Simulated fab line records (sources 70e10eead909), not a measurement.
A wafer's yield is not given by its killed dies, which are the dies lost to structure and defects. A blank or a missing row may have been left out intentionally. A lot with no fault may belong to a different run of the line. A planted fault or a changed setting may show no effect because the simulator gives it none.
Which tool did it?    flow nand harc    13 lots, 39 wafers sampled, at 5 steps of a route of 1302

== WHAT THE GAUGES READ, wafer by wafer ==
NHARC_P_M1_CD_MEAS_09 targets a cd of 130 nm.
lot   measured      on         cd nm (nm)
L786  day 6 04:46   cd sem-01  130.3 129.6 129.4
L787  day 6 09:27   cd sem-03  129.9 130.3 130.0
L791  day 8 02:45   cd sem-01  129.8 130.6 130.4
L792  day 8 20:38   cd sem-02  130.5 130.7 129.9
L793  day 9 04:41   cd sem-03  129.2 130.0 130.1
L794  day 9 18:39   cd sem-01  130.0 129.5 129.9
L796  day 10 17:04  cd sem-01  129.6 129.6 129.5
L800  day 12 08:12  cd sem-02  130.0 130.6 130.4
L805  day 14 04:22  cd sem-01  130.1 130.4 130.3
L806  day 14 15:13  cd sem-01  130.9 131.1 130.2
L807  day 14 23:39  cd sem-02  129.5 129.0 130.2
L808  day 15 12:25  cd sem-01  130.0 129.2 129.8
L809  day 16 01:41  cd sem-02  129.7 129.8 130.1

NHARC_P_M1_CD_MEAS_16.
lot   measured      on         cd nm (nm)
L786  day 6 05:15   cd sem-02  130.0 129.4 129.0
L787  day 6 09:56   cd sem-01  129.1 129.8 129.6
L791  day 8 03:14   cd sem-03  130.0 130.5 129.8
L792  day 8 21:08   cd sem-02  130.3 130.7 130.0
L793  day 9 05:12   cd sem-03  129.0 129.6 129.6
L794  day 9 19:11   cd sem-01  130.3 128.8 129.8
L796  day 10 17:33  cd sem-01  129.1 129.1 129.2
L800  day 12 08:42  cd sem-03  129.6 130.7 130.4
L805  day 14 04:54  cd sem-01  129.9 130.7 130.4
L806  day 14 15:45  cd sem-03  130.4 130.9 130.5
L807  day 15 00:08  cd sem-01  129.0 129.3 130.0
L808  day 15 12:54  cd sem-03  129.7 128.9 129.2
L809  day 16 02:10  cd sem-01  129.6 129.7 130.4

NHARC_END_SORT_01.
lot   measured      on         defect limited yield (%)  killed at array  killed at other  killed at periphery  killed dies  killed open  killed short
L786  day 24 19:20  prober-01  90.1 92.2 91.1            64 53 55         0 0 0            3 0 5                67 53 60     3 3 4        7 1 4
L787  day 24 19:19  prober-02  88.5 89.4 88.9            74 67 70         0 0 0            4 5 5                78 72 75     2 8 3        3 0 1
L791  day 25 22:58  prober-01  88.3 86.9 90.4            76 86 63         1 2 2            2 1 0                79 89 65     3 3 2        4 9 0
L792  day 27 11:55  prober-01  91.0 89.2 90.3            57 67 61         0 1 0            4 5 5                61 73 66     7 3 2        2 2 2
L793  day 27 06:02  prober-02  87.9 86.3 87.1            75 87 79         1 1 2            6 5 6                82 93 87     5 5 2        4 3 1
L794  day 28 12:28  prober-01  87.1 85.2 86.3            79 92 86         1 2 0            7 6 7                87 100 93    3 6 3        4 2 2
L796  day 29 13:07  prober-02  94.7 94.2 93.1            33 39 44         0 0 0            3 0 3                36 39 47     0 4 9        1 2 2
L800  day 30 09:19  prober-02  89.5 88.0 85.8            69 76 92         0 0 0            2 5 4                71 81 96     3 2 2        0 1 6
L805  day 32 01:13  prober-02  90.8 91.1 92.6            55 51 46         0 2 0            7 7 4                62 60 50     1 7 0        1 2 1
L806  day 33 16:14  prober-02  94.1 95.0 94.5            37 31 33         1 2 3            2 1 1                40 34 37     2 5 4        6 3 1
L807  day 33 15:20  prober-01  91.7 87.7 91.6            53 75 52         2 5 1            1 3 4                56 83 57     1 6 3        2 5 6
L808  day 33 23:11  prober-01  94.7 94.4 94.2            29 32 35         3 2 1            4 4 3                36 38 39     7 7 1        2 2 3
L809  day 34 07:04  prober-01  89.4 91.1 90.3            69 58 64         0 1 0            3 1 2                72 60 66     0 6 1        4 3 1

== WHAT TOOL EACH LOT RAN ON (gives the tool, then ch and the chambers of the sampled wafers, and finally the start) ==
lot   NHARC_P_M0_STRIP_18                 NHARC_P_M1_SOFTBAKE_04
L786  rie diel-12 ch 1,2, day 6 01:24     litho track-06 ch 0, day 6 04:00
L787  rie diel-12 ch 2,3, day 6 06:02     litho track-04 ch 0, day 6 09:00
L791  rie diel-06 ch 0,1,3, day 7 23:23   litho track-01 ch 0, day 8 02:00
L792  rie diel-12 ch 1,2,3, day 8 17:22   litho track-01 ch 0, day 8 20:00
L793  rie diel-06 ch 0,1,3, day 9 01:12   litho track-04 ch 0, day 9 04:00
L794  rie diel-06 ch 0,3, day 9 15:08     litho track-04 ch 0, day 9 18:00
L796  rie diel-09 ch 1,2,3, day 10 13:38  litho track-01 ch 0, day 10 16:00
L800  rie diel-09 ch 1,2,3, day 12 04:32  litho track-01 ch 0, day 12 07:00
L805  rie diel-12 ch 0,2,3, day 14 00:45  litho track-06 ch 0, day 14 03:00
L806  rie diel-12 ch 0,1,3, day 14 11:42  litho track-06 ch 0, day 14 14:00
L807  rie diel-12 ch 1,2,3, day 14 20:08  litho track-04 ch 0, day 14 23:00
L808  rie diel-06 ch 1,2, day 15 08:55    litho track-06 ch 0, day 15 11:00
L809  rie diel-06 ch 0,1, day 15 22:11    litho track-06 ch 0, day 16 01:00
- NHARC_P_M0_STRIP_18: strips in N2/H2.
- NHARC_P_M1_SOFTBAKE_04: time 55 s.

== AS READ BY THE TOOLS THEMSELVES (means over the sampled wafers that have a number; for cases with no such wafer, the mark the record gives instead) ==
NHARC_P_M0_STRIP_18.
lot   tool         drypump motor current A (A)  oes product au (a.u.)  rf fwd power W (W)  rf vpp V (V)  showerhead plenum p Torr (Torr)  throttle valve pct (%)
L786  rie diel-12  5.6                          1.001                  992.7               90.0          2.04                             14.168
L787  rie diel-12  6.0                          1.008                  999.0               89.2          2.01                             14.171
L791  rie diel-06  5.8                          0.999                  997.5               90.5          2.05                             14.168
L792  rie diel-12  5.8                          1.001                  998.0               90.4          2.02                             14.177
L793  rie diel-06  5.8                          0.992                  996.9               91.1          2.04                             14.168
L794  rie diel-06  5.8                          1.001                  998.3               90.0          2.00                             14.180
L796  rie diel-09  5.9                          1.001                  997.5               90.9          2.05                             14.174
L800  rie diel-09  5.9                          0.997                  997.5               91.2          2.04                             14.181
L805  rie diel-12  5.7                          0.994                  996.3               90.7          2.01                             14.172
L806  rie diel-12  6.0                          1.001                  998.3               90.3          2.03                             14.170
L807  rie diel-12  5.8                          0.990                  994.2               91.0          2.01                             14.175
L808  rie diel-06  5.3                          1.008                  995.9               90.5          2.07                             14.172
L809  rie diel-06  5.8                          0.999                  996.7               91.5          2.07                             14.165

NHARC_P_M1_SOFTBAKE_04.
lot   tool            heater power total W (W)
L786  litho track-06  188.47
L787  litho track-04  188.48
L791  litho track-01  188.43
L792  litho track-01  188.45
L793  litho track-04  188.43
L794  litho track-04  188.39
L796  litho track-01  179.99
L800  litho track-01  180.08
L805  litho track-06  188.39
L806  litho track-06  188.47
L807  litho track-04  188.34
L808  litho track-06  188.56
L809  litho track-06  188.41

== THE ANSWER, worked out from the rows above alone ==
Rule: usual is defined by the lots themselves. The widest of any qualifying gaps counts: lots, ordered by their means at a reading, are off when they make up no more than a third of the lots, leave a main group of 4 or more, and stand apart from it by 3 or more times the standard deviation of that group's means. A main group whose means are all the same, to the digits that the tables above print for the reading, isn't used. A lot without any number at a reading at which 4 lots or more have one is off too. Any other lot the step has rows for is counted as sound. Order of review: gauges by route order, followed by the tools' own readings, for which a lot's mean as printed above is used. The first step at which some lot is off is used, and at that step the reading that is off furthest; a lot without a number counts as furthest.
Off: L796, L800 (NHARC_P_M1_SOFTBAKE_04, heater power total W). The main group: mean 188.44 W, standard deviation 0.056.
If a tool, at that step or one of the process steps before it, ran each lot that is off and ran no sound lot following the first of them, it fits. 2 tools fit, rie diel-09 at NHARC_P_M0_STRIP_18 and litho track-01 at NHARC_P_M1_SOFTBAKE_04, so this cannot tell which one it is.

== WHAT THE SIMULATOR HAD PUT IN ==
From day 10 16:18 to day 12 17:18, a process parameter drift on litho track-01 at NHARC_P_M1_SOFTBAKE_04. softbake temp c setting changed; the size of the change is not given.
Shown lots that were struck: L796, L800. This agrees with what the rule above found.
